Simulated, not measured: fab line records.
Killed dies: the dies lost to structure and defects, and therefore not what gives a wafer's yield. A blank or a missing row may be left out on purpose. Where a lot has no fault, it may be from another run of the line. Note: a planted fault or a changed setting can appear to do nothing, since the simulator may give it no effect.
Comparing a struck lot with a sound one + flow n5-finfet + 16 out of 1938 route steps
Sound: these wafers, L773.2, L773.3, L773.5. Struck: wafer L786.3. (L786.1, L786.6 of the same lot were not struck and are left out.) The cause comes at the end.
Each step with rows lists, per side, the tool, then ch with its chambers, then its first start. Under that, the readings that differ: sound wafers + struck wafers + difference of the means + sigmas: that difference in standard deviations of wafers without a fault.
alike: same words and numbers on both sides, and readings whose means sit less than 2 such deviations apart. not compared: any withheld reading, any reading some wafer has no value for, any bound like >300 that may hide the same value, and any number with overlapping values for which the record gives no deviation.
The two part at a step that has a row with sigmas, a row that says differs or no value, or rows on one side only. When numbers do not overlap yet have no deviation, they are printed without sigmas and do not part them. Lack of a reading on every wafer of one side parts them only where that side has two or more wafers.

first, 1 step without rows for these wafers: N5_BEOL_M2_DEVELOP_27 (develop time 30 s).
N5_BEOL_M2_CD_MEAS_28: target cd 26.2 nm, target cd y 24.1 nm.
  sound on cd-sem-02 ch 0, day 7 18:57; struck on cd-sem-03 ch 0, day 10 22:33
  alike: cd-nm
N5_BEOL_M2_OVL_MEAS_29:
  sound on overlay-02 ch 0, day 7 18:59; struck on overlay-02 ch 0, day 10 22:35
  alike: V1_OVL
N5_BEOL_M2_INSPECT_30: inspects for defects (brightfield).
  struck on defect-inspect-02, day 10 22:38; sound on defect-inspect-01, day 7 19:02
| reading          | sound       | struck | difference | sigmas |
|------------------|-------------|--------|------------|--------|
| raw-defect-count | 627 567 610 | 374    | -227       | -2     |
N5_BEOL_M2_DESCUM_33: chemistry O2, time 7 s.
  sound on rie-diel-03 ch 1,3, day 7 19:05; struck on rie-diel-03 ch 2, day 10 23:01
| reading                     | sound       | struck | difference | sigmas |
|-----------------------------|-------------|--------|------------|--------|
| drypump-motor-current-A (A) | 5.8 5.1 5.1 | 6.3    | +1.0       | +3     |
  alike: oes-product-au, rf-fwd-power-W, rf-vpp-V, showerhead-plenum-p-Torr, throttle-valve-pct
  not compared: rf-hours-counter-h
N5_BEOL_M2_ETCH_77: etches underlayer in N2/H2, target depth 6.5 nm, time 5.2 s.
  sound on rie-diel-03 ch 1,3, day 7 19:07; struck on rie-diel-03 ch 2, day 10 23:03
| reading                     | sound       | struck | difference | sigmas |
|-----------------------------|-------------|--------|------------|--------|
| drypump-motor-current-A (A) | 5.8 5.1 5.2 | 6.3    | +0.9       | +3     |
  alike: etch-rf-on-time-s, n2-flow-sccm, oes-product-au, rf-fwd-power-W, rf-vpp-V, showerhead-plenum-p-Torr, throttle-valve-pct
  not compared: rf-hours-counter-h
then, 1 step without rows for these wafers: N5_BEOL_M2_ETCH_69 (etches SiARC in CF4, target depth 15.6 nm, time 26 s).
N5_BEOL_M2_ALD_98: deposits SiO2, target thk 2.5 nm, pulse time 1 s, co reactant pulse time 1 s.
  sound on ald-sin-02 ch 0,2, day 7 19:23; struck on ald-sin-01 ch 3, day 10 23:09
  alike: chamber-pressure-Torr, heater-power-w, precursor-pulse-height-rel
N5_BEOL_M2_ETCHBACK_99: etches SiO2 in CHF3, target depth 5 nm, time 10.4 s.
  sound on rie-diel-03 ch 0,2,3, day 7 20:26; struck on rie-diel-03 ch 3, day 11 03:54
  alike: drypump-motor-current-A, oes-product-au, rf-fwd-power-W, rf-vpp-V, showerhead-plenum-p-Torr, throttle-valve-pct
  not compared: rf-hours-counter-h
N5_BEOL_M2_ETCH_70: etches SOC in N2/H2, target depth 80 nm, overetch 24 nm, time 130 s.
  sound on rie-diel-03 ch 0,2,3, day 7 20:28; struck on rie-diel-03 ch 3, day 11 03:56
  alike: drypump-motor-current-A, n2-flow-sccm, oes-product-au, rf-fwd-power-W, rf-vpp-V, showerhead-plenum-p-Torr, throttle-valve-pct
  not compared: rf-hours-counter-h
then, 2 steps without rows for these wafers: N5_BEOL_M2_STRIP_71 (strips in N2/H2); N5_BEOL_M2_STRIP_78 (strips in N2/H2).
N5_BEOL_M2_VIA_ETCH_34: etches the open film in C4F6/O2, target depth 69.4 nm, time 65.9 s.
  sound on rie-diel-03 ch 0,2,3, day 7 20:34; struck on rie-diel-03 ch 3, day 11 04:03
| reading                                  | sound             | struck | difference | sigmas |
|------------------------------------------|-------------------|--------|------------|--------|
| rf-fwd-power-W (W)                       | 348.8 347.5 347.4 | 432.6  | +84.7      | +71    |
| rf-vpp-V (V)                             | 668 670 661       | 595    | -71        | -5     |
| model.etch.depth-nm (nm)                 | 66.38 68.52 68.7  | 73.9   | +6.0       |        |
| model.SOC_of_BEOL_M2_COAT_67.thk-nm (nm) | 52.2 51.8 52      | 51.6   | -0.4       |        |
  alike: drypump-motor-current-A, oes-product-au, showerhead-plenum-p-Torr, throttle-valve-pct
  not compared: rf-hours-counter-h
then, 1 step without rows for these wafers: N5_BEOL_M2_STRIP_83 (strips in C4F6/O2).
N5_BEOL_M4_RC_MEAS_101:
  sound on prober-02 ch 0, day 9 00:02; struck on prober-01 ch 0, day 12 17:19
  alike: DIBL_N, DIBL_P, IOFF_N, IOFF_P, ION_N, ION_P, SS_N, SS_P, VT_N, VT_P
-- here the record skips 4 days between the struck wafers' starts before and after, leaving off in module BEOL_M4 and picking up in module PASSIVATION (first step shown: number 1936 of the route) --
N5_PASSIVATION_PROBE_49:
  only the struck wafers here have rows in the record (prober-01, day 16 21:06); the sound ones have none

## WHERE THEY PART
At N5_BEOL_M2_INSPECT_30 first; at N5_PASSIVATION_PROBE_49 last (within this record only).

WHY: the cause the simulator had injected
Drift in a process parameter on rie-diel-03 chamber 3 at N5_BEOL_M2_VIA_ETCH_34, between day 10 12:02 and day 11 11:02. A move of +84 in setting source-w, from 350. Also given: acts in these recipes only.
